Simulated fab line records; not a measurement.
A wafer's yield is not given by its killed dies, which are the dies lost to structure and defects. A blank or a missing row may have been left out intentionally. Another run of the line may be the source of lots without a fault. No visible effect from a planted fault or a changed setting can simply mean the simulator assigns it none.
Code-filled problem report in 8D (eight disciplines) form | flow n5_finfet | the parts of the form that need people (team, actions taken, sign-off) are left out

1. WHAT WENT WRONG
Mean of run_length_s at N5_BEOL_M1_CVD_47: 409.5 s across 3 wafers in 2 lots; on wafers with no fault it is 246.8 s (standard deviation 0.66). That is +99 or more standard deviations from the usual mean.
The step: deposits Co from CCTBA/H2, target thk 3 nm, time 223.8 s.
Seen first at day 10 03:55 on cvd_co-01, wafer L181.3. At this step, 30 wafers from 10 lots have a number in the record. By rule, "out" or "out of limits" means more than 4 standard deviations away from the usual mean. Any other wafer with a number is counted as sound.

2. WHAT IT IS AND WHAT IT IS NOT
question                    | is                     | is not
which readings at this step | run_length_s           | chamber_pressure_Torr
which lots                  | L181, L185             | L166, L167, L171, L172, L173, L175, L178, L180
which wafers of those lots  | L181.3, L181.5, L185.5 | L181.2, L185.1, L185.6
read on which tools         | cvd_co-01              | cvd_co-02
when                        | from day 10 03:55      | up to then (22 sound wafers); but 5 sound wafers of L180, L185 came after

3. THE SUSPECTS, EACH WITH WHAT RULES IT OUT
Counting: any tool at a process step up to the reading remains a suspect provided it ran every lot that is out. Sound lots after the first of them don't rule it out here, since some wafers of a struck lot are sound.
- rie_diel-04 at N5_BEOL_M1_ETCH_41 (etches SiCN in CH3F/O2, target depth 31.9 nm, time 57.8 s): kept. It ran every lot that is out, first L181 (day 10 03:34); its last sound lot up to then is L175 (day 8 16:58). N5_BEOL_M1_ETCH_41: start missing for some lots; hours and lot order therefore follow N5_BEOL_M1_ALD_84.
- cvd_co-01 at N5_BEOL_M1_CVD_47 (deposits Co from CCTBA/H2, target thk 3 nm, time 223.8 s): kept. It ran every lot that is out, first L181 (day 10 03:55); its last sound lot up to then is L175 (day 8 17:30). On those wafers its own readings are out: run_length_s.
- At N5_BEOL_M1_CVD_47 on cvd_co-01, chamber 0 took the sound wafers of the same lots and chamber 1 took the wafers that are out.
Remaining after the count are rie_diel-04 at N5_BEOL_M1_ETCH_41 and cvd_co-01 at N5_BEOL_M1_CVD_47.

4. THE CAUSE (what the simulator had put in)
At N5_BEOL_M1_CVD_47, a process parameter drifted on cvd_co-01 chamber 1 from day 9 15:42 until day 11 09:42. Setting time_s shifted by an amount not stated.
Counting left 2 suspects, and this tool is among them.

5. THE CHAIN OF EFFECTS, in route order
Each row: a reading where the mean over the struck wafers with a number is more than 3 standard deviations away from the usual. Scope: only readings with a usual standard deviation given in the record; hours: median across lots of the time from each lot's start at the first step in this table that gives one to its start at this step; sigmas: change in usual standard deviations.
hours | step              | reading      | usual   | on struck wafers | change | sigmas
0     | N5_BEOL_M1_CVD_47 | run_length_s | 246.8 s | 409.5            | +162.7 | +99 or more
The process steps in it:
- N5_BEOL_M1_CVD_47: deposits Co from CCTBA/H2, target thk 3 nm, time 223.8 s.
Later steps that measure or inspect, where all struck wafers having a row at the step show a number for every such reading and not one has moved that far: N5_BEOL_M4_RC_MEAS_101.

6. WHAT WOULD HAVE CAUGHT IT SOONER
12 hours passed between the start of the fault at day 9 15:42 and the first reading out of limits in this record, taken at day 10 03:55.
